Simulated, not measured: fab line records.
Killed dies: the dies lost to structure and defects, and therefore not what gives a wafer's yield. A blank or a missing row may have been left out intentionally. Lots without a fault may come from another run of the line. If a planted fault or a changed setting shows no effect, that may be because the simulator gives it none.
Which tool is to blame? + flow n5Finfet + 27 wafers from 9 lots sampled at 7 of the route's 1938 steps

== WHAT THE GAUGES READ, wafer by wafer ==
N5_FIN_SAQP_CD_MEAS_37: the cd target is 8 nm.
| lot  | measured    | on       | cdNm (nm)      |
|------|-------------|----------|----------------|
| L759 | day 2 07:57 | cdSem-01 | 8.11 8.80 8.20 |
| L761 | day 2 20:22 | cdSem-01 | 8.07 7.91 8.57 |
| L768 | day 4 14:01 | cdSem-01 | 8.39 8.23 8.03 |
| L770 | day 5 04:03 | cdSem-02 | 8.64 8.09 7.92 |
| L771 | day 5 08:34 | cdSem-01 | 8.50 7.46 7.94 |
| L773 | day 5 20:04 | cdSem-02 | 7.69 8.42 8.27 |
| L775 | day 6 07:55 | cdSem-03 | 7.95 8.36 7.82 |
| L778 | day 7 03:15 | cdSem-01 | 7.75 8.09 7.93 |
| L781 | day 7 21:57 | cdSem-02 | 8.23 8.25 8.11 |

N5_FIN_SAQP_INSPECT_40: inspects for defects (brightfield).
| lot  | measured    | on               | rawDefectCount |
|------|-------------|------------------|----------------|
| L759 | day 2 08:05 | defectInspect-01 | 188 271 272    |
| L761 | day 2 20:29 | defectInspect-01 | 182 175 178    |
| L768 | day 4 14:08 | defectInspect-02 | 272 272 252    |
| L770 | day 5 04:11 | defectInspect-01 | 284 247 202    |
| L771 | day 5 08:43 | defectInspect-01 | 1279 1307 1410 |
| L773 | day 5 20:12 | defectInspect-01 | 219 230 217    |
| L775 | day 6 08:02 | defectInspect-02 | 1393 1414 1371 |
| L778 | day 7 03:23 | defectInspect-02 | 343 287 352    |
| L781 | day 7 22:05 | defectInspect-01 | 251 238 185    |

N5_FIN_CUT_INSPECT_10: inspects for defects (brightfield).
| lot  | measured    | on               | rawDefectCount |
|------|-------------|------------------|----------------|
| L759 | day 2 08:35 | defectInspect-01 | 36 55 36       |
| L761 | day 2 21:01 | defectInspect-02 | 32 50 33       |
| L768 | day 4 14:32 | defectInspect-02 | 45 46 41       |
| L770 | day 5 04:34 | defectInspect-01 | 44 36 22       |
| L771 | day 5 09:13 | defectInspect-01 | 1196 1199 1186 |
| L773 | day 5 20:35 | defectInspect-02 | 46 60 37       |
| L775 | day 6 08:26 | defectInspect-02 | 1174 1188 1155 |
| L778 | day 7 03:46 | defectInspect-02 | 64 51 67       |
| L781 | day 7 22:29 | defectInspect-02 | 46 50 41       |

N5_BEOL_M4_RC_MEAS_101.
| lot  | measured     | on        | DIBL_N (mV/V)  | DIBL_P (mV/V)  | IOFF_N (nA/um) | IOFF_P (nA/um) | ION_N (uA/um) | ION_P (uA/um) | SS_N (mV/dec)  | SS_P (mV/dec)  | VT_N (mV)   | VT_P (mV)      |
|------|--------------|-----------|----------------|----------------|----------------|----------------|---------------|---------------|----------------|----------------|-------------|----------------|
| L759 | day 8 07:31  | prober-01 | 35.3 38.5 36.4 | 35.4 38.8 37.1 | 0.15 0.21 0.16 | 0.19 0.24 0.23 | 674 687 674   | 457 461 465   | 71.6 72.6 71.7 | 73.0 73.6 73.4 | 249 245 250 | -251 -249 -247 |
| L761 | day 8 12:54  | prober-02 | 34.4 36.0 36.2 | 35.0 36.9 36.9 | 0.13 0.16 0.16 | 0.17 0.21 0.20 | 658 686 670   | 451 467 457   | 70.6 71.6 71.4 | 73.4 73.6 73.9 | 253 250 250 | -252 -251 -253 |
| L768 | day 10 18:57 | prober-01 | 35.4 35.0 35.7 | 36.1 35.7 36.6 | 0.14 0.14 0.14 | 0.17 0.17 0.18 | 667 676 664   | 452 460 452   | 71.0 71.0 71.4 | 73.5 72.2 73.3 | 253 251 254 | -256 -255 -255 |
| L770 | day 11 10:46 | prober-01 | 36.6 36.2 33.7 | 36.1 34.7 32.1 | 0.16 0.15 0.12 | 0.22 0.19 0.16 | 667 665 658   | 463 457 448   | 71.8 71.3 70.5 | 73.7 72.7 72.8 | 249 253 252 | -248 -249 -251 |
| L771 | day 11 15:33 | prober-01 | 37.8 34.7 35.8 | 38.7 34.4 36.0 | 0.20 0.13 0.15 | 0.28 0.20 0.23 | 680 676 672   | 468 463 462   | 71.4 71.5 71.4 | 73.7 73.3 73.7 | 248 253 249 | -247 -250 -250 |
| L773 | day 11 19:40 | prober-01 | 35.4 33.9 32.9 | 35.8 34.5 33.4 | 0.15 0.13 0.11 | 0.21 0.18 0.17 | 672 656 646   | 465 454 457   | 71.2 70.8 70.6 | 73.1 72.5 72.7 | 249 254 253 | -250 -250 -252 |
| L775 | day 14 08:28 | prober-01 | 36.0 35.1 37.1 | 35.9 33.0 36.0 | 0.17 0.16 0.18 | 0.24 0.19 0.23 | 672 687 669   | 463 470 461   | 71.7 71.0 71.3 | 73.3 72.7 73.4 | 250 248 246 | -246 -250 -248 |
| L778 | day 13 07:11 | prober-02 | 35.3 37.0 37.0 | 34.9 37.4 35.8 | 0.15 0.18 0.18 | 0.23 0.26 0.23 | 667 670 675   | 470 470 465   | 71.1 71.5 71.3 | 73.2 73.6 73.6 | 253 247 249 | -247 -247 -247 |
| L781 | day 13 22:20 | prober-02 | 34.9 35.4 36.7 | 36.0 36.3 38.3 | 0.16 0.17 0.21 | 0.20 0.21 0.24 | 682 674 688   | 463 461 463   | 71.6 71.3 72.0 | 73.4 74.2 73.9 | 248 248 242 | -247 -248 -248 |

== WHAT TOOL EACH LOT RAN ON (gives the tool, then ch and the chambers of the sampled wafers, and finally the start) ==
| lot  | N5_FIN_SAQP_RECESS_63            | N5_FIN_SAQP_RECESS_71            | N5_FIN_SAQP_FIN_ETCH_36        |
|------|----------------------------------|----------------------------------|--------------------------------|
| L759 | vaporEtch-01 ch 0,1, day 2 06:07 | vaporEtch-01 ch 0,1, day 2 06:49 | rieSi-02 ch 0,3, day 2 07:50   |
| L761 | vaporEtch-02 ch 0, day 2 18:34   | vaporEtch-01 ch 1, day 2 19:14   | rieSi-04 ch 1,3, day 2 20:14   |
| L768 | vaporEtch-01 ch 0,1, day 4 12:16 | vaporEtch-01 ch 0,1, day 4 12:52 | rieSi-01 ch 1,2,3, day 4 13:53 |
| L770 | vaporEtch-02 ch 0, day 5 02:09   | vaporEtch-01 ch 1, day 5 02:51   | rieSi-04 ch 0,2,3, day 5 03:56 |
| L771 | vaporEtch-02 ch 0,1, day 5 06:44 | vaporEtch-01 ch 0,1, day 5 07:20 | rieSi-04 ch 0,1,3, day 5 08:28 |
| L773 | vaporEtch-02 ch 0,1, day 5 18:20 | vaporEtch-02 ch 0,1, day 5 18:56 | rieSi-01 ch 0,3, day 5 19:56   |
| L775 | vaporEtch-02 ch 0,1, day 6 06:13 | vaporEtch-01 ch 0,1, day 6 06:47 | rieSi-02 ch 1,3, day 6 07:47   |
| L778 | vaporEtch-01 ch 0,1, day 7 00:55 | vaporEtch-02 ch 0, day 7 01:37   | rieSi-02 ch 0,1, day 7 03:08   |
| L781 | vaporEtch-01 ch 0,1, day 7 20:05 | vaporEtch-02 ch 0,1, day 7 20:37 | rieSi-01 ch 1,2, day 7 21:49   |
- N5_FIN_SAQP_RECESS_63: chemistry HF/NH3, target SiO2, target depth 18 nm, afs cycles 3, sublimation time 60 s.
- N5_FIN_SAQP_RECESS_71: chemistry HF/NH3, target SiO2, target depth 3 nm, afs cycles 1, sublimation time 60 s.
- N5_FIN_SAQP_FIN_ETCH_36: etches the open film in HBr/Cl2/O2, target depth 120 nm, time 50.4 s.

== WHAT THE TOOLS THEMSELVES READ (means of the sampled wafers that have a number; where no wafer has one, the mark that the record gives instead) ==
N5_FIN_SAQP_RECESS_63.
| lot  | tool         | drypumpMotorCurrentA (A) | sublimationTempC (C) |
|------|--------------|--------------------------|----------------------|
| L759 | vaporEtch-01 | 5.3                      | 180.07               |
| L761 | vaporEtch-02 | 5.3                      | 179.89               |
| L768 | vaporEtch-01 | 5.5                      | 179.90               |
| L770 | vaporEtch-02 | 5.3                      | 180.00               |
| L771 | vaporEtch-02 | 5.6                      | 180.07               |
| L773 | vaporEtch-02 | 5.9                      | 179.99               |
| L775 | vaporEtch-02 | 5.6                      | 180.06               |
| L778 | vaporEtch-01 | 5.3                      | 180.03               |
| L781 | vaporEtch-01 | 5.3                      | 179.95               |

N5_FIN_SAQP_RECESS_71.
| lot  | tool         | drypumpMotorCurrentA (A) | sublimationTempC (C) |
|------|--------------|--------------------------|----------------------|
| L759 | vaporEtch-01 | 5.5                      | 180.16               |
| L761 | vaporEtch-01 | 5.6                      | 179.90               |
| L768 | vaporEtch-01 | 5.5                      | 179.88               |
| L770 | vaporEtch-01 | 5.6                      | 179.95               |
| L771 | vaporEtch-01 | 5.5                      | 180.08               |
| L773 | vaporEtch-02 | 5.6                      | 179.96               |
| L775 | vaporEtch-01 | 5.4                      | 180.09               |
| L778 | vaporEtch-02 | 5.3                      | 179.92               |
| L781 | vaporEtch-02 | 5.6                      | 180.18               |

N5_FIN_SAQP_FIN_ETCH_36.
| lot  | tool     | drypumpMotorCurrentA (A) | oes_o_777_au (a.u.) | oesProductAu (a.u.) | throttleValvePct (%) |
|------|----------|--------------------------|---------------------|---------------------|----------------------|
| L759 | rieSi-02 | 6.3                      | 0.95                | 1.003               | 35.91                |
| L761 | rieSi-04 | 6.0                      | 0.97                | 0.994               | 35.89                |
| L768 | rieSi-01 | 5.4                      | 1.02                | 1.001               | 36.24                |
| L770 | rieSi-04 | 5.9                      | 0.98                | 0.994               | 35.89                |
| L771 | rieSi-04 | 6.1                      | 0.97                | 0.989               | 35.99                |
| L773 | rieSi-01 | 5.9                      | 0.99                | 0.993               | 36.16                |
| L775 | rieSi-02 | 5.8                      | 1.00                | 1.015               | 35.88                |
| L778 | rieSi-02 | 5.7                      | 0.96                | 1.004               | 35.60                |
| L781 | rieSi-01 | 5.4                      | 1.03                | 1.016               | 35.98                |

== THE ANSWER, worked out from the rows above alone ==
Rule: usual is defined by the lots themselves. Put in order of their means at a reading, lots are off if they are a third of the lots or fewer, leave a main group of 4 or more, and stand apart from it by a gap of 3 or more times the standard deviation of the main group's means; of several such gaps the widest counts. A main group whose means are all the same, to the digits that the tables above print for the reading, isn't used. A lot without any number at a reading at which 4 lots or more have one is off too. The other lots that the step has rows for count as sound. The gauges are gone through in route order, then the tools' own readings, and for those a lot's mean is taken as printed above. At the first step where some lot is off, the reading lying furthest off is the one used; lots without a number count as furthest.
Off at N5_FIN_SAQP_INSPECT_40 (rawDefectCount): L771, L775. The main group has a mean of 244 with a standard deviation of 42.
A tool fits if, at a process step before that reading, it ran every lot that is off, and no sound lot after the first of them. Gauges at N5_FIN_SAQP_INSPECT_40: tried the same way as those tools. One fits: N5_FIN_SAQP_RECESS_71 on vaporEtch-01. A fault onset in the window from L770 (day 5 02:51, its last sound lot) to L771 (day 5 07:20, its first lot off) fits.

== WHAT WAS PUT IN BY THE SIMULATOR ==
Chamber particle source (vaporEtch-01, N5_FIN_SAQP_RECESS_71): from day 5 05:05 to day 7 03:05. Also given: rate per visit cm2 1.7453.
Lots struck among those shown: L771, L775. The same result came from the rule above.
